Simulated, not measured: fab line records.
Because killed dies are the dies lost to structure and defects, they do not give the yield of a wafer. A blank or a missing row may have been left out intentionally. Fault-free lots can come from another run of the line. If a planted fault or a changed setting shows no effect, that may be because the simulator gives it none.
A struck lot beside a sound one || flow nand_harc || 15 steps out of a route of 1159
Sound: wafers L632.2, L632.3, L632.6. Struck: wafer L638.2 (L638.3, L638.5, from the same lot, were not struck and are left out); the cause is given at the end.
Each step with rows lists, per side, the tool, then ch with its chambers, then its first start. Under that, the readings that differ: sound wafers || struck wafers || difference of the means || sigmas: that difference in standard deviations of wafers without a fault.
alike: same words and numbers on both sides, and readings whose means sit less than 2 such deviations apart. not compared: any withheld reading, any reading some wafer has no value for, any bound like >300 that may hide the same value, and any number with overlapping values for which the record gives no deviation.
Wherever a step has rows on one side only, a row that says differs or no value, or a row with sigmas, the two part there. When numbers do not overlap yet have no deviation, they are printed without sigmas and do not part them. A reading that every wafer of one side lacks parts them only if that side has two wafers or more.

first, 1 step without rows for these wafers: NHARC_A_ONON_D1_DEP_12 (target thk 1000 nm).
NHARC_A_ONON_D1_THK_MEAS_14: measures by ellipsometry.
  sound on film_metro-02 at day 9 08:27; struck on film_metro-02 at day 10 21:56
  alike: thk_nm
then, 2 steps without rows for these wafers: NHARC_A_ONON_D1_ANNEAL_15 (time 3600 s); NHARC_A_ONON_D1_DEP_16 (target thk 1000 nm).
NHARC_A_ONON_D1_THK_MEAS_18: measures by ellipsometry.
  sound on film_metro-01 at day 9 15:29; struck on film_metro-01 at day 11 06:01
  alike: thk_nm
then, 1 step without rows for these wafers: NHARC_A_ONON_D1_DEP_19 (target thk 1000 nm).
NHARC_A_ONON_D1_THK_MEAS_21: measures by ellipsometry.
  sound on film_metro-01 at day 9 16:02; struck on film_metro-02 at day 11 06:35
{"reading": "thk_nm (nm)", "sound": "1003 1003 1005", "struck": 983, "difference": -21, "sigmas": -2}
then, 1 step without rows for these wafers: NHARC_A_ONON_D1_DEP_22 (target thk 1000 nm).
NHARC_A_ONON_D1_THK_MEAS_24: measures by ellipsometry.
  sound on film_metro-02 at day 9 16:36; struck on film_metro-02 at day 11 07:08
  alike: thk_nm
then, 1 step without rows for these wafers: NHARC_A_ONON_D1_DEP_25 (target thk 1000 nm).
NHARC_A_ONON_D1_THK_MEAS_27: measures by ellipsometry.
  sound on film_metro-02 at day 9 17:10; struck on film_metro-01 at day 11 07:44
  alike: thk_nm
NHARC_A_ONON_D1_DEP_28: target thk 1000 nm.
  sound on pecvd_onon-01 ch 0, day 9 17:17; struck on pecvd_onon-01 ch 0, day 11 07:51
NHARC_A_ONON_D1_THK_MEAS_30: measures by ellipsometry.
  sound on film_metro-01 at day 9 17:44; struck on film_metro-02 at day 11 08:19
{"reading": "thk_nm (nm)", "sound": "1003 1003 1003", "struck": 1368, "difference": "+365", "sigmas": "+30"}
NHARC_A_ONON_D1_DEP_33: deposits SiO2, target thk 200 nm.
  sound on pecvd-04 ch 0,1,2, day 9 17:47; struck on pecvd-02 ch 2, day 11 08:25
  alike: heater_power_w, throttle_valve_pct
  not compared: since_wet_clean_h
-- record jumps: 12 days between struck wafers' starts before vs after; left off in module A_ONON_D1, resumes in module END, first step shown is number 1159 of the route --
NHARC_END_SORT_01:
  sound on prober-01 ch 0, day 21 18:17; struck on prober-01 ch 0, day 23 15:15
  alike: killed_at_array, killed_at_other, killed_at_periphery, killed_dies, killed_open, killed_short

## WHERE THEY PART
At NHARC_A_ONON_D1_THK_MEAS_21 first; at NHARC_A_ONON_D1_THK_MEAS_30 last (within this record only). Later steps at which nothing parts them and some readings are alike: NHARC_A_ONON_D1_DEP_33, NHARC_END_SORT_01.

WHY: the cause the simulator had injected
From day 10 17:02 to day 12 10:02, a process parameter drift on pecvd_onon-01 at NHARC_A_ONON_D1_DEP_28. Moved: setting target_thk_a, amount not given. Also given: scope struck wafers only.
